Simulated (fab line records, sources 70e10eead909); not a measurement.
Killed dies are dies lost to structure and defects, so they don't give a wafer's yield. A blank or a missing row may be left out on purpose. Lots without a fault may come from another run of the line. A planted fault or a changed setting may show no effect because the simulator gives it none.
Which tool did it? | flow nand_harc | 14 lots, 42 wafers sampled, at 6 steps of a route of 1159

WHAT THE GAUGES READ, wafer by wafer
NHARC_P_BONDPAD_THK_MEAS_20: measures by xrf. Usual: thk_nm 161.5 nm, standard deviation 1.7.
lot  | measured     | on            | thk_nm (nm)       | flag
L208 | day 6 11:49  | film_metro-02 | 162.8 161.0 160.6 |
L209 | day 7 03:40  | film_metro-01 | 161.0 160.7 164.0 |
L211 | day 7 06:31  | film_metro-01 | 161.8 161.9 161.2 |
L210 | day 7 06:49  | film_metro-02 | 161.1 160.2 159.2 |
L212 | day 7 12:23  | film_metro-02 | 160.3 162.4 162.7 |
L213 | day 7 13:23  | film_metro-01 | 160.8 162.5 162.3 |
L219 | day 8 22:50  | film_metro-02 | 164.5 161.9 161.6 |
L220 | day 10 07:58 | film_metro-02 | 162.9 161.6 161.1 |
L222 | day 10 13:30 | film_metro-01 | 162.2 159.4 160.7 |
L223 | day 10 14:34 | film_metro-01 | 160.6 162.5 162.7 |
L225 | day 10 21:52 | film_metro-02 | 158.8 163.6 161.5 |
L226 | day 10 22:29 | film_metro-01 | 161.8 159.3 160.9 |
L230 | day 11 20:54 | film_metro-01 | 160.7 160.4 165.2 |
L231 | day 12 00:44 | film_metro-02 | 159.2 163.1 158.9 |

NHARC_A_ZERO_WELL_INSPECT_17. Usual: raw_defect_count 12, standard deviation 6.1.
lot  | measured     | on                | raw_defect_count | flag
L208 | day 6 14:58  | defect_inspect-02 | 10 4 3           |
L209 | day 7 06:40  | defect_inspect-01 | 5 18 10          |
L211 | day 7 09:33  | defect_inspect-01 | 8 15 9           |
L210 | day 7 09:51  | defect_inspect-01 | 9 9 3            |
L212 | day 7 15:25  | defect_inspect-01 | 15 7 6           |
L213 | day 7 16:22  | defect_inspect-02 | 5 7 10           |
L219 | day 9 01:52  | defect_inspect-02 | 7 17 9           |
L220 | day 10 11:03 | defect_inspect-02 | 22 20 22         |
L222 | day 10 16:50 | defect_inspect-01 | 9 2 2            |
L223 | day 10 17:31 | defect_inspect-01 | 17 12 15         |
L225 | day 11 00:52 | defect_inspect-02 | 21 16 13         |
L226 | day 11 01:31 | defect_inspect-02 | 18 12 8          |
L230 | day 12 00:05 | defect_inspect-02 | 17 9 19          |
L231 | day 12 04:00 | defect_inspect-02 | 8 7 2            |

NHARC_A_SOURCE_PLATE_INSPECT_08. Usual: raw_defect_count 63, standard deviation 30.
lot  | measured     | on                | raw_defect_count | flag
L208 | day 7 12:41  | defect_inspect-02 | 58 67 53         |
L209 | day 8 03:12  | defect_inspect-01 | 26 28 34         |
L211 | day 8 03:12  | defect_inspect-02 | 40 41 40         |
L210 | day 8 07:06  | defect_inspect-01 | 34 55 33         |
L212 | day 8 12:38  | defect_inspect-01 | 73 173 85        |
L213 | day 8 12:35  | defect_inspect-01 | 46 58 99         |
L219 | day 10 04:48 | defect_inspect-01 | 57 40 77         |
L220 | day 11 09:13 | defect_inspect-01 | 86 127 118       |
L222 | day 11 14:29 | defect_inspect-01 | 30 30 55         |
L223 | day 11 14:29 | defect_inspect-02 | 40 68 82         |
L225 | day 11 21:06 | defect_inspect-02 | 70 57 54         |
L226 | day 11 21:07 | defect_inspect-01 | 56 46 41         |
L230 | day 12 20:38 | defect_inspect-02 | 49 37 90         |
L231 | day 13 00:44 | defect_inspect-02 | 89 57 101        |

NHARC_A_ONON_D1_THK_MEAS_18: measures by ellipsometry. Usual: thk_nm 1000 nm, standard deviation 10.
lot  | measured     | on            | thk_nm (nm)    | flag
L208 | day 8 01:01  | film_metro-01 | 988 987 985    |
L209 | day 8 13:14  | film_metro-02 | 1009 1010 1010 |
L211 | day 8 13:32  | film_metro-01 | 1012 1013 1013 |
L210 | day 8 16:59  | film_metro-01 | 1002 1001 1002 |
L212 | day 9 00:41  | film_metro-01 | 982 981 982    |
L213 | day 9 00:38  | film_metro-01 | 987 987 986    |
L219 | day 10 15:50 | film_metro-01 | 1687 1005 1004 | OFF
L220 | day 11 19:09 | film_metro-01 | 989 989 1671   | OFF
L222 | day 12 00:25 | film_metro-01 | 998 999 997    |
L223 | day 12 00:26 | film_metro-02 | 993 993 993    |
L225 | day 12 09:50 | film_metro-02 | 1012 1011 1013 |
L226 | day 12 09:50 | film_metro-01 | 985 985 983    |
L230 | day 13 06:37 | film_metro-01 | 1012 1012 1013 |
L231 | day 13 10:38 | film_metro-01 | 998 1000 998   |

NHARC_END_SORT_01. Usual: killed_at_array 28, standard deviation 11; killed_at_other 0.7, standard deviation 0.88; killed_at_periphery 3.1, standard deviation 2.2; killed_dies 31, standard deviation 12; killed_open 3.3, standard deviation 2; killed_short 2.0, standard deviation 1.6.
lot  | measured     | on        | killed_at_array | killed_at_other | killed_at_periphery | killed_dies | killed_open | killed_short | flag
L219 | day 21 22:43 | prober-01 | 674 25 23       | 0 1 1           | 3 4 4               | 677 30 28   | 3 1 5       | 3 2 3        | OFF
L220 | day 22 22:05 | prober-02 | 33 37 674       | 1 0 0           | 5 1 3               | 39 38 677   | 1 4 6       | 6 0 4        | OFF
L223 | day 23 19:16 | prober-02 | 11              | 0               | 3                   | 14          | 1           | 1            |

WHICH TOOL RAN EACH LOT (tool, then ch and the chambers of the sampled wafers, then the start)
lot  | NHARC_A_ONON_D1_DEP_16
L208 | pecvd_onon-03 ch 0, day 8 00:34
L209 | pecvd_onon-02 ch 0, day 8 12:42
L211 | pecvd_onon-04 ch 0, day 8 13:01
L210 | pecvd_onon-04 ch 0, day 8 16:29
L212 | pecvd_onon-02 ch 0, day 9 00:13
L213 | pecvd_onon-03 ch 0, day 9 00:08
L219 | pecvd_onon-04 ch 0, day 10 15:21
L220 | pecvd_onon-04 ch 0, day 11 18:44
L222 | pecvd_onon-02 ch 0, day 11 23:58
L223 | pecvd_onon-03 ch 0, day 12 00:02
L225 | pecvd_onon-02 ch 0, day 12 09:23
L226 | pecvd_onon-03 ch 0, day 12 09:19
L230 | pecvd_onon-03 ch 0, day 13 06:07
L231 | pecvd_onon-03 ch 0, day 13 10:11
- NHARC_A_ONON_D1_DEP_16: target thk 1000 nm.

WHAT THE TOOLS THEMSELVES READ (means of the sampled wafers that have a number; where no wafer has one, the mark that the record gives instead)
The record holds no such reading with a usual standard deviation.

THE ANSWER, worked out from the rows above alone
Rule: a lot is off if the mean of its wafers that have a number lies more than 3 standard deviations from the usual mean. A lot without any number at a reading at which 4 lots or more have one is off too. The other lots that the step has rows for count as sound. The gauges are gone through in route order, then the tools' own readings, and for those a lot's mean is taken as printed above. The first step at which some lot is off is used, and at that step the reading that is off furthest; a lot without a number counts as furthest.
Off: L219, L220, at NHARC_A_ONON_D1_THK_MEAS_18 (thk_nm).
A tool fits if, at a process step before that reading, it ran every lot that is off, and no sound lot after the first of them. The gauges at NHARC_A_ONON_D1_THK_MEAS_18 aren't tried: what is off there is off at NHARC_END_SORT_01 too, on other tools, and a gauge's error can't cause that. One fits: pecvd_onon-04 at NHARC_A_ONON_D1_DEP_16. Its last sound lot is L210 (day 8 16:29), its first lot that is off L219 (day 10 15:21): a fault that began between those two fits.

WHAT THE SIMULATOR HAD PUT IN
Process parameter drift: pecvd_onon-04, from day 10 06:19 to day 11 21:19, at NHARC_A_ONON_D1_DEP_16. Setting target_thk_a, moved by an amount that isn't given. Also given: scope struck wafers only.
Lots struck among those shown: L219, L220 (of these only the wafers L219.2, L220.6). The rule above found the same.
